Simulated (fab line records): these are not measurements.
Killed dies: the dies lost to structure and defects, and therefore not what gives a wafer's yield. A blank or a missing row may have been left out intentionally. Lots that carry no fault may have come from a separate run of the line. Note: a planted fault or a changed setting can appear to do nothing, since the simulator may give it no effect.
Matching of chambers | flow n5Finfet | N5_BEOL_M0_SAQP_PECVD_97 on pecvd-04: 3 sister chambers
The step deposits SiNx from SiH4/NH3/N2, target thk 23 nm, time 19.9 s. 3 wafers are shown with their chamber, then 7 later ones without.

WAFERS PAIRED WITH THEIR CHAMBERS
wafer  | chamber | showerheadPlenumPTorr (Torr)
L108.4 | 2       | 5.24
L108.6 | 1       | 5.06
L114.4 | 0       | 5.01

WAFERS WITHOUT THEIR CHAMBER
wafer  | showerheadPlenumPTorr (Torr)
L116.5 | 5.04
L116.6 | 5.24
L120.5 | 5.23
L120.6 | 5.04
L123.1 | 5.01
L123.3 | 5.05
L123.4 | 4.99

WHICH CHAMBER EACH WENT THROUGH
wafer  | from the rows above     | in truth
L116.5 | can't be placed: 1 or 0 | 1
L116.6 | 2                       | 2
L120.5 | 2                       | 2
L120.6 | can't be placed: 1 or 0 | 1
L123.1 | 0                       | 0
L123.3 | 1                       | 1
L123.4 | 0                       | 0
Correctly placed: 5 of 7. Unplaceable from these rows: 2, with the true chamber sitting among the candidates in 2. Wrongly placed: 0.
How it was worked out, from the rows above alone: a wafer's distance from a chamber is the root of the sum, over the readings, of the square of ((its reading less the chamber's mean) divided by the reading's scatter). If the next closest chamber is less than 2 further off than the closest, the wafer can't be placed; otherwise it belongs to the closest. Each chamber's mean is taken over the wafers shown for it. The scatter (one wafer shown for each chamber): square how far every hidden wafer sits from the nearest shown wafer, average those squares and take the square root.
